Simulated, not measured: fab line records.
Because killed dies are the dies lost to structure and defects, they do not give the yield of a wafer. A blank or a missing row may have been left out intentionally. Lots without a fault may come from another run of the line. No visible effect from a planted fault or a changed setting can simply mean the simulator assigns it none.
fab line records + flow n5Finfet
record
- lots=5
- wafers=15
- lastDay=16
route steps=1938 shown BEOL_M15@1808
lots that met no fault: from a run of the same line without faults
startH: the number of hours between the record's first day and the start of the first shown wafer of the lot + waitH: how many hours have passed since the lot's step before this one + " identical to the entry in the row above + L1.1+2: a single row standing in for several wafers + - either no value or no given start + * or withheld: withheld + < > ~ a bound
route shown NAME@n: names a module that has steps shown in the file, with the first one's number in the route + usual: the fault-free wafers' mean and standard deviation + same: alike in all rows + chamber/n: place in a boat + sites: each site's reading + _std_site: standard deviation of those values + _edge_site: inner sites' mean taken away from outer sites' mean + radiusMm: for every site, how far away it sits from the centre of the wafer + mask NAME#n: copy n + behind: tool/chamber where the wafer was last shaped + hold: reason for holding the lot/hours on hold/outcome of the hold + device: which transistor (n, p or np) failed to switch + end of line: the same wafers' tests at the end of the route + a step given without rows: its recipe and nothing more + killed: dies lost to structure and defects at the first sort, not the wafer's yield + map: the dies of a wafer, with x for killed, . for not killed, _ for no die there
set.NAME: setting as actually run; set.NAME@STEP: the setting as run at that earlier step + model.NAME: the simulator's own value behind a step, which no gauge read
a table for each step, a row for each wafer; lots at some steps of the route
services: the hour from which a tool's chamber was out of use, counted from the record's first day as startH (under 0 if before that day), plus the number of hours and why
## steps
# step N5_BEOL_M15_ETCH_61
# recipe
- chemistry=N2/H2
- target=BARC
- targetDepthA=890
- overetchA=267
- timeS=67.9
- ionEnergyEv=200
- pressureMtorr=30
- sourceW=840
- biasW=150
- n2FlowSccm=200
- h2FlowSccm=200
# usual
- drypumpMotorCurrentA=5.62/0.29
- h2FlowSccm=200.0/0.53
- oesProductAu=0.67/0.064
- rfVppV=524.4/1.7
- showerheadPlenumPTorr=2.56/0.054
- throttleValvePct=17.90/0.21
# same
- timeS=67.9
| lot.wafer | tool       | chamber | startH | waitH | drypumpMotorCurrentA | h2FlowSccm | oesProductAu | rfHoursCounterH | rfVppV | showerheadPlenumPTorr | throttleValvePct |
|-----------|------------|---------|--------|-------|----------------------|------------|--------------|-----------------|--------|-----------------------|------------------|
| L216.1    | rieDiel-05 | 2       | 293.72 | 0.0   | 5.56                 | 199.8      | 0.69         | 86              | 523.6  | 2.58                  | 18.08            |
| L216.2    | "          | 3       | "      | "     | 5.55                 | 200.1      | 0.58         | 248             | 520.9  | 2.48                  | 18.00            |
| L216.4    | "          | 0       | "      | "     | 6.03                 | 200.8      | 0.61         | 198             | 525.5  | 2.63                  | 17.89            |
| L220.1    | rieDiel-06 | 3       | 323.93 | 0.0   | 5.35                 | 199.7      | 0.67         | 120             | 521.1  | 2.47                  | 18.09            |
| L220.3    | "          | 0       | "      | "     | 5.86                 | 200.2      | 0.60         | 217             | 527.2  | 2.62                  | 18.08            |
| L220.5    | "          | 1       | "      | "     | 5.27                 | 199.9      | 0.75         | -               | 523.6  | 2.58                  | 17.43            |
| L222.2    | rieDiel-01 | 0       | 333.73 | 0.0   | 6.11                 | 199.0      | 0.69         | 68              | 524.8  | 2.59                  | 18.11            |
| L222.4    | "          | 1       | "      | "     | 5.96                 | 199.7      | 0.76         | -               | 526.0  | 2.61                  | 18.07            |
| L222.5    | "          | 0       | "      | "     | 6.09                 | 199.5      | 0.69         | -               | 524.7  | 2.59                  | 18.09            |
| L225.4    | rieDiel-01 | 0       | 348.73 | 0.0   | 6.08                 | 200.4      | 0.69         | -               | 525.2  | 2.59                  | 18.11            |
| L225.5    | "          | 2       | "      | "     | 5.27                 | 200.0      | 0.76         | -               | 523.3  | 2.49                  | 17.65            |
| L225.6    | "          | 1       | "      | "     | 5.96                 | 200.0      | 0.74         | -               | 524.8  | 2.60                  | 18.11            |
| L230.1    | rieDiel-05 | 2       | 376.35 | 0.0   | 5.56                 | 200.2      | 0.66         | 115             | 525.5  | 2.57                  | 18.14            |
| L230.4    | "          | 1       | "      | "     | 5.31                 | 200.4      | 0.64         | 150             | 523.8  | 2.56                  | 17.87            |
| L230.5    | "          | 2       | "      | "     | 5.56                 | 199.8      | 0.66         | -               | 523.4  | 2.57                  | 18.13            |
# step N5_BEOL_M15_TRENCH_ETCH_34
# recipe
- chemistry=C4F8/O2/Ar
- target=SiO2
- targetDepthA=8729.3
- heInnerTorr=15
- heOuterTorr=30
- timeS=199
- ionEnergyEv=800
- pressureMtorr=20
- sourceW=1905
- biasW=2040
- Ar_flow_sccm=400
- C4F8_flow_sccm=16
- O2_flow_sccm=12
# usual
- drypumpMotorCurrentA=5.62/0.3
- heOuterTorr=29.99/0.068
- oes_o_777_au=0.80/0.082
- oesProductAu=0.79/0.079
- rfVppV=2230/29
- showerheadPlenumPTorr=3.46/0.075
- throttleValvePct=30.84/0.21
# same
- timeS=199
| lot.wafer | tool       | chamber | startH | waitH | drypumpMotorCurrentA | heOuterTorr | oes_o_777_au | oesProductAu | rfHoursCounterH | rfVppV | showerheadPlenumPTorr | throttleValvePct |
|-----------|------------|---------|--------|-------|----------------------|-------------|--------------|--------------|-----------------|--------|-----------------------|------------------|
| L216.1    | rieDiel-05 | 2       | 293.77 | 0.0   | 5.54                 | 30.00       | 0.82         | 0.80         | 86              | 2260   | 3.48                  | 30.97            |
| L216.2    | "          | 3       | "      | "     | 5.57                 | 29.96       | 0.70         | 0.67         | 248             | 2204   | 3.38                  | 31.03            |
| L216.4    | "          | 0       | "      | "     | 6.04                 | 30.05       | 0.74         | 0.72         | 198             | 2243   | 3.58                  | 30.99            |
| L220.1    | rieDiel-06 | 3       | 323.98 | 0.0   | 5.25                 | 30.12       | 0.79         | 0.79         | 120             | 2192   | 3.32                  | 31.00            |
| L220.3    | "          | 0       | "      | "     | 5.83                 | 30.03       | 0.67         | 0.69         | 217             | 2211   | 3.53                  | 30.98            |
| L220.5    | "          | 1       | "      | "     | 5.30                 | 30.05       | 0.86         | 0.87         | -               | 2202   | 3.52                  | 30.64            |
| L222.2    | rieDiel-01 | 0       | 333.78 | 0.0   | 6.11                 | 29.92       | 0.85         | 0.80         | 68              | 2192   | 3.45                  | 30.74            |
| L222.4    | "          | 1       | "      | "     | 5.98                 | 30.00       | 0.93         | 0.91         | -               | 2242   | 3.48                  | 30.86            |
| L222.5    | "          | 0       | "      | "     | 6.10                 | 29.89       | 0.85         | 0.80         | -               | 2190   | 3.45                  | 30.72            |
| L225.4    | rieDiel-01 | 0       | 348.83 | 0.1   | 6.08                 | 30.05       | 0.85         | 0.78         | -               | 2191   | 3.44                  | 30.74            |
| L225.5    | "          | 2       | "      | "     | 5.28                 | 30.07       | 0.93         | 0.90         | -               | 2221   | 3.38                  | 30.79            |
| L225.6    | "          | 1       | "      | "     | 5.98                 | 29.96       | 0.90         | 0.88         | -               | 2239   | 3.47                  | 30.86            |
| L230.1    | rieDiel-05 | 2       | 376.40 | 0.0   | 5.57                 | 29.91       | 0.79         | 0.79         | 115             | 2260   | 3.46                  | 31.02            |
| L230.4    | "          | 1       | "      | "     | 5.30                 | 30.06       | 0.80         | 0.76         | 150             | 2265   | 3.40                  | 30.45            |
| L230.5    | "          | 2       | "      | "     | 5.57                 | 29.83       | 0.79         | 0.78         | -               | 2261   | 3.46                  | 31.02            |
# step N5_BEOL_M15_STRIP_36
# recipe
- chemistry=O2
- powerW=600
- tempC=60
- pressureMtorr=30
- rfFrequencyHz=6e+07
- biasPowerW=0
- overashFraction=0.3
- o2FlowSccm=225
# step N5_BEOL_M15_STRIP_62
# recipe
- chemistry=O2
- powerW=600
- tempC=60
- pressureMtorr=30
- rfFrequencyHz=6e+07
- biasPowerW=0
- overashFraction=0.3
- o2FlowSccm=225
# step N5_BEOL_M15_STRIP_37
# recipe
- chemistry=O2
- powerW=600
- tempC=60
- pressureMtorr=30
- rfFrequencyHz=6e+07
- biasPowerW=0
- overashFraction=0.3
- o2FlowSccm=225
# step N5_BEOL_M15_ETCH_38
# recipe
- chemistry=CF4/N2
- target=SiCN
- targetDepthA=1064
- taperDeg=2
- timeS=120.5
- ionEnergyEv=150
- maskMaterial=SiO2
- pressureMtorr=40
- sourceW=430
- biasW=70
- Ar_flow_sccm=100
- cf4FlowSccm=60
- n2FlowSccm=60
# usual
- drypumpMotorCurrentA=5.6/0.3
- oesProductAu=0.81/0.092
- rfVppV=382.7/1.3
- showerheadPlenumPTorr=2.22/0.045
- throttleValvePct=15.36/0.19
# same
- timeS=120.5
| lot.wafer | tool       | chamber | startH | waitH | drypumpMotorCurrentA | oesProductAu | rfHoursCounterH | rfVppV | showerheadPlenumPTorr | throttleValvePct |
|-----------|------------|---------|--------|-------|----------------------|--------------|-----------------|--------|-----------------------|------------------|
| L216.1    | rieDiel-05 | 0       | -      | -     | 6.0                  | 0.73         | 201             | 384.7  | 2.29                  | 15.46            |
| L216.2    | "          | 2       | "      | "     | 5.5                  | 0.81         | 88              | 382.9  | 2.23                  | 15.46            |
| L216.4    | "          | 2       | "      | "     | 5.6                  | 0.81         | -               | 383.0  | 2.23                  | 15.46            |
| L220.1    | rieDiel-05 | 3       | -      | -     | 5.6                  | 0.96         | 4               | 381.7  | 2.17                  | 15.26            |
| L220.3    | "          | 0       | "      | "     | 6.0                  | 0.72         | 211             | 382.8  | 2.29                  | 15.45            |
| L220.5    | "          | 0       | "      | "     | 6.0                  | 0.72         | -               | 383.9  | 2.29                  | 15.46            |
| L222.2    | rieDiel-01 | 2       | -      | -     | 5.3                  | 0.92         | 21              | 380.7  | 2.17                  | 15.11            |
| L222.4    | "          | 1       | "      | "     | 5.9                  | 0.90         | -               | 383.0  | 2.25                  | 15.47            |
| L222.5    | "          | 0       | "      | "     | 6.1                  | 0.80         | -               | 384.4  | 2.23                  | 15.42            |
| L225.4    | rieDiel-01 | 1       | -      | -     | 5.9                  | 0.89         | 39              | 383.0  | 2.24                  | 15.46            |
| L225.5    | "          | 2       | "      | "     | 5.3                  | 0.90         | -               | 382.8  | 2.16                  | 15.12            |
| L225.6    | "          | 3       | "      | "     | 5.7                  | 1.00         | -               | 383.9  | 2.26                  | 14.88            |
| L230.1    | rieDiel-05 | 0       | -      | -     | 6.1                  | 0.71         | 228             | 384.1  | 2.28                  | 15.49            |
| L230.4    | "          | 2       | "      | "     | 5.6                  | 0.78         | 116             | 382.1  | 2.22                  | 15.52            |
| L230.5    | "          | 0       | "      | "     | 6.0                  | 0.70         | -               | 382.6  | 2.28                  | 15.49            |
# step N5_BEOL_M15_PRECLEAN_39
# recipe
- chemistry=residueRemover
- timeS=60
- tempC=40
# step N5_BEOL_M15_SRD_40
# recipe
- timeS=30
- tempC=23
- rinseLiquid=diw
- dry=n2Spin
- spinRpm=1500
- dryTimeS=30
# step N5_BEOL_M15_DEGAS_41
# recipe
- ambient=vacuum
- tempC=300
- timeS=60
# step N5_BEOL_M15_PRE_CLEAN_42
# recipe
- gas=H2/He
- timeS=30
- tempC=300
# usual
- heaterPowerW=468/63
# same
- timeS=30
| lot.wafer | tool          | chamber | startH | waitH | heaterPowerW |
|-----------|---------------|---------|--------|-------|--------------|
| L216.1    | pvdSputter-01 | -       | 302.22 | 0.0   | 422          |
| L216.2    | "             | -       | "      | "     | 426          |
| L216.4    | "             | -       | "      | "     | 445          |
| L220.1    | pvdSputter-03 | -       | 325.07 | 0.0   | 487          |
| L220.3    | "             | -       | "      | "     | 505          |
| L220.5    | "             | -       | "      | "     | 491          |
| L222.2    | pvdSputter-03 | -       | 335.47 | 0.0   | 408          |
| L222.4    | "             | -       | "      | "     | 494          |
| L222.5    | "             | -       | "      | "     | 585          |
| L225.4    | pvdSputter-01 | -       | 352.70 | 0.0   | 442          |
| L225.5    | "             | -       | "      | "     | 372          |
| L225.6    | "             | -       | "      | "     | 433          |
| L230.1    | pvdSputter-02 | -       | 381.11 | 0.0   | 383          |
| L230.4    | "             | -       | "      | "     | 526          |
| L230.5    | "             | -       | "      | "     | 392          |
# step N5_BEOL_M15_SPUTTER_43
# recipe
- material=TaN
- targetThkA=150
- tempC=50
- biasV=168.6
- powerW=15000
- chamberPressurePa=0.12
- timeS=24.19
# step N5_BEOL_M15_SPUTTER_44
# recipe
- material=Ta
- targetThkA=150
- tempC=50
- biasV=80
- powerW=15000
- chamberPressurePa=0.07
- timeS=24.19
# usual
- throttleValvePct=30.4/0.94
| lot.wafer | tool          | chamber | startH | waitH | throttleValvePct | model.Ta_of_BEOL_M15_SPUTTER_44.thkNm |
|-----------|---------------|---------|--------|-------|------------------|---------------------------------------|
| L216.1    | pvdSputter-01 | -       | 302.34 | 0.0   | 31.1             | 14.8                                  |
| L216.2    | "             | -       | "      | "     | 31.8             | 14.8                                  |
| L216.4    | "             | -       | "      | "     | 30.2             | 15                                    |
| L220.1    | pvdSputter-03 | -       | 325.19 | 0.0   | 31.1             | 15                                    |
| L220.3    | "             | -       | "      | "     | 29.2             | 14.8                                  |
| L220.5    | "             | -       | "      | "     | 29.1             | 14.8                                  |
| L222.2    | pvdSputter-03 | -       | 335.59 | 0.0   | 29.5             | 15.4                                  |
| L222.4    | "             | -       | "      | "     | 29.3             | 11.2                                  |
| L222.5    | "             | -       | "      | "     | 30.8             | 15.4                                  |
| L225.4    | pvdSputter-01 | -       | 352.82 | 0.0   | 30.0             | 15                                    |
| L225.5    | "             | -       | "      | "     | 28.6             | 15                                    |
| L225.6    | "             | -       | "      | "     | 30.1             | 14.8                                  |
| L230.1    | pvdSputter-02 | -       | 381.23 | 0.0   | 32.0             | 15.2                                  |
| L230.4    | "             | -       | "      | "     | 30.6             | 15                                    |
| L230.5    | "             | -       | "      | "     | 32.1             | 15.2                                  |
# step N5_BEOL_M15_SPUTTER_45
# recipe
- material=Cu
- targetThkA=1000
- tempC=-20
- biasV=60
- powerW=26000
- chamberPressurePa=0.13
- timeS=16.67
# usual
- throttleValvePct=30.3/0.97
# same
- timeS=16.67
| lot.wafer | tool          | chamber | startH | waitH | throttleValvePct |
|-----------|---------------|---------|--------|-------|------------------|
| L216.1    | pvdSputter-01 | -       | 302.42 | 0.0   | 30.8             |
| L216.2    | "             | -       | "      | "     | 31.7             |
| L216.4    | "             | -       | "      | "     | 30.0             |
| L220.1    | pvdSputter-03 | -       | 325.27 | 0.0   | 30.5             |
| L220.3    | "             | -       | "      | "     | 29.0             |
| L220.5    | "             | -       | "      | "     | 29.0             |
| L222.2    | pvdSputter-03 | -       | 335.67 | 0.0   | 29.2             |
| L222.4    | "             | -       | "      | "     | 29.2             |
| L222.5    | "             | -       | "      | "     | 30.8             |
| L225.4    | pvdSputter-01 | -       | 352.90 | 0.0   | 29.8             |
| L225.5    | "             | -       | "      | "     | 28.5             |
| L225.6    | "             | -       | "      | "     | 29.7             |
| L230.1    | pvdSputter-02 | -       | 381.31 | 0.0   | 32.0             |
| L230.4    | "             | -       | "      | "     | 30.1             |
| L230.5    | "             | -       | "      | "     | 31.8             |
# step N5_BEOL_M15_ECD_47
# recipe
- material=Cu
- targetThkA=18600
# step N5_BEOL_M15_ANNEAL_48
# recipe
- tempC=225
- timeS=90
- ambient=N2
# step N5_BEOL_M15_CMP_49
# recipe
- stopOn=SiO2
- tOverpolishS=4.9
- downForcePsi=2
- platenRpm=80
- clearingPlatenDownForcePsi=2
- clearingPlatenRpm=80
- postCmpClean=cuAlkaline
- targetThkNm=850
- clearingPlatenPadVelocityMS=1.5917
- padVelocityMS=1.5917
# usual
- barrierFieldEndpointS=11.30/0.28
- motorCurrentA=7.9/0.95
| lot.wafer | tool   | chamber | startH | waitH | barrierFieldEndpointS | motorCurrentA |
|-----------|--------|---------|--------|-------|-----------------------|---------------|
| L216.2    | cmp-03 | 0       | 303.26 | 0.2   | 11.32                 | 6.9           |
| L216.4    | "      | 1       | "      | "     | 10.76                 | 9.5           |
| L216.1    | "      | 2       | "      | "     | 11.08                 | 8.2           |
| L220.1    | cmp-03 | 0       | 325.93 | 0.3   | 11.16                 | 6.7           |
| L220.3    | "      | 2       | "      | "     | 10.84                 | 8.3           |
| L220.5    | "      | 1       | "      | "     | 10.62                 | 9.7           |
| L222.2    | cmp-03 | 2       | 336.60 | 0.5   | 11.15                 | 8.5           |
| L222.4    | "      | 0       | "      | "     | 9.75                  | 6.7           |
| L222.5    | "      | 1       | "      | "     | 10.77                 | 9.3           |
| L225.4    | cmp-01 | 2       | 353.64 | 0.2   | 11.66                 | 7.0           |
| L225.5    | "      | 0       | "      | "     | 11.25                 | 8.5           |
| L225.6    | "      | 1       | "      | "     | 11.44                 | 7.2           |
| L230.4    | cmp-03 | 1       | 382.22 | 0.1   | 10.99                 | 9.5           |
| L230.1    | "      | 0       | "      | "     | 11.29                 | 6.6           |
| L230.5    | "      | 1       | "      | "     | 11.14                 | 9.4           |
# step N5_BEOL_M15_THK_MEAS_50
# recipe
- thkMeasGauge=xrf
- reads=Cu_of_BEOL_M15_ECD_47
# usual
- M15_THK=830/18
| lot.wafer | tool         | chamber | startH | waitH | M15_THK[nm] |
|-----------|--------------|---------|--------|-------|-------------|
| L216.1    | filmMetro-01 | -       | 303.52 | -     | 824         |
| L216.2    | "            | -       | "      | "     | 802         |
| L216.4    | "            | -       | "      | "     | 829         |
| L220.1    | filmMetro-01 | -       | 326.23 | -     | 840         |
| L220.3    | "            | -       | "      | "     | 794         |
| L220.5    | "            | -       | "      | "     | 813         |
| L222.2    | filmMetro-02 | -       | 336.86 | -     | 796         |
| L222.4    | "            | -       | "      | "     | 852         |
| L222.5    | "            | -       | "      | "     | 798         |
| L225.4    | filmMetro-01 | -       | 353.86 | -     | 788         |
| L225.5    | "            | -       | "      | "     | 820         |
| L225.6    | "            | -       | "      | "     | 836         |
| L230.1    | filmMetro-01 | -       | 382.51 | -     | 840         |
| L230.4    | "            | -       | "      | "     | 833         |
| L230.5    | "            | -       | "      | "     | 836         |
## services
| tool       | chamber | startH | hours | kind                          |
|------------|---------|--------|-------|-------------------------------|
| rieDiel-06 | 0       | 274.36 | 3.1   | repair                        |
| rieDiel-06 | 3       | 294.02 | 4.3   | repair                        |
| rieDiel-05 | 3       | 300.48 | -     | clean                         |
| rieDiel-05 | 3       | 300.48 | -     | consumableReplace:focusRing   |
| rieDiel-05 | 3       | 300.48 | 12.2  | scheduledDown                 |
| rieDiel-05 | 3       | 300.48 | 12.2  | ventCycle                     |
| cmp-03     | -       | 310.81 | 1.6   | repair                        |
| cmp-03     | -       | 316.38 | 4.0   | pm                            |
| cmp-03     | -       | 320.38 | -     | consumableReplace:conditioner |
| cmp-03     | -       | 320.38 | -     | consumableReplace:pad         |
| rieDiel-01 | 3       | 329.15 | -     | clean                         |
| rieDiel-01 | 3       | 329.15 | -     | consumableReplace:focusRing   |
| rieDiel-01 | 3       | 329.15 | 21.2  | scheduledDown                 |
| rieDiel-01 | 3       | 329.15 | 21.2  | ventCycle                     |
| rieDiel-06 | -       | 331.77 | 14.6  | pm                            |
| cmp-03     | -       | 343.22 | 4.0   | pm                            |
| cmp-03     | -       | 362.01 | 5.8   | pm                            |
## key
firstSign
- step=N5_BEOL_M15_CMP_49
- reading=barrierFieldEndpointS
- direction=down
- sigmas=5.6
- usual=11.30
- struck=9.75
effect none on later readings
modelEffect
- step=N5_BEOL_M15_SPUTTER_44
- value=Ta_of_BEOL_M15_SPUTTER_44.thkNm
- without=15.2
- struck=11.2
metAt N5_BEOL_M15_SPUTTER_44
struckWafers L222.4
baselineLoss
- step=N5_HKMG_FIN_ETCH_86
- wafers=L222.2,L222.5
onsetBetween 325.19 335.59
fault
- kind=processParameterDrift
- tool=pvdSputter-03
- chamber=-
- onsetH=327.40
- steps=N5_BEOL_M15_SPUTTER_44
- channel=timeS
- offset=*
- shape=step
- endH=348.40
- scope=struckWafersOnly
- actsIn=*
- stated=*
# baselineLoss: these wafers lose ten dies or more at that step, a loss of the line's own and not of a fault; the sort's usual values leave them out
